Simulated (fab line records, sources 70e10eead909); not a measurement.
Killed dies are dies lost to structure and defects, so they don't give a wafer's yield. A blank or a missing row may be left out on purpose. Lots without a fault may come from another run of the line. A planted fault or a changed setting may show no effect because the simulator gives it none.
Problem report in the 8D (eight disciplines) form, filled by code | flow nand_harc | the parts of the form that need people (team, actions taken, sign-off) are left out

1. THE PROBLEM
run_length_s at NHARC_A_M1_ETCH_35 reads a mean of 53.1 s on 6 wafers of 2 lots; wafers without a fault read 65.3 s with a standard deviation of 0.41. That is -30 standard deviations from the usual mean.
The step: etches the open film in N2/H2, target depth 40 nm, overetch 12 nm, time 43.94 s.
First seen on wafer L450.1, day 27 22:34, on rie_diel-10. The record holds 36 wafers of 12 lots with a number at this step. Rule for "out", or "out of limits": more than 4 standard deviations from the usual mean. The other wafers with a number count as sound.

2. WHAT IT IS AND WHAT IT IS NOT
question                    | is                     | is not
which readings at this step | run_length_s           | mfc_ar_sccm, oes_product_au, showerhead_plenum_p_Torr, throttle_valve_pct
which lots                  | L450, L451             | L439, L442, L443, L444, L453, L455, L456, L457, L458, L460
which wafers of those lots  | all that have a number | -
read on which tools         | rie_diel-10            | rie_diel-05, rie_diel-12
when                        | from day 27 22:34      | up to then (12 sound wafers); but 18 sound wafers of L453, L455, L456, L457, L458, L460 came after

3. SUSPECTS, AND WHAT RULES EACH OUT
Counting: a tool at a process step up to the reading stays a suspect if it ran every lot that is out and no sound lot after the first of them.
- rie_diel-10 at NHARC_A_M1_ETCH_35 (etches the open film in N2/H2, target depth 40 nm, overetch 12 nm, time 43.94 s): ruled out as a lasting fault. Sound lots L460 ran on it after its first lot that is out, L450 (day 27 22:34).
Left after counting: nothing in the record.

4. THE CAUSE (what the simulator had put in)
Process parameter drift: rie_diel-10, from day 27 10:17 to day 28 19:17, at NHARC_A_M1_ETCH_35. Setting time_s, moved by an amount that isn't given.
Counting ruled it out, wrongly.

5. THE CHAIN OF EFFECTS, in route order
Each row: a reading whose mean over the struck wafers that have a number lies more than 3 standard deviations from the usual. Only readings for which the record gives a usual standard deviation are gone through. hours: the time from each lot's start at the first step in this table that gives one to its start at this step, as a median over the lots. sigmas: the change in usual standard deviations.
hours | step               | reading      | usual  | on struck wafers | change | sigmas
0     | NHARC_A_M1_ETCH_35 | run_length_s | 65.3 s | 53.1             | -12.2  | -30
The process steps in it:
- NHARC_A_M1_ETCH_35: etches the open film in N2/H2, target depth 40 nm, overetch 12 nm, time 43.94 s.
Later measuring or inspecting steps at which every struck wafer that the step has a row for has a number for every such reading, and none has moved that far: NHARC_A_M1_THK_MEAS_24.

6. WHAT WOULD HAVE CAUGHT IT SOONER
In this record the first reading out of limits was taken at day 27 22:34, 12 hours after the fault began at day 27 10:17.
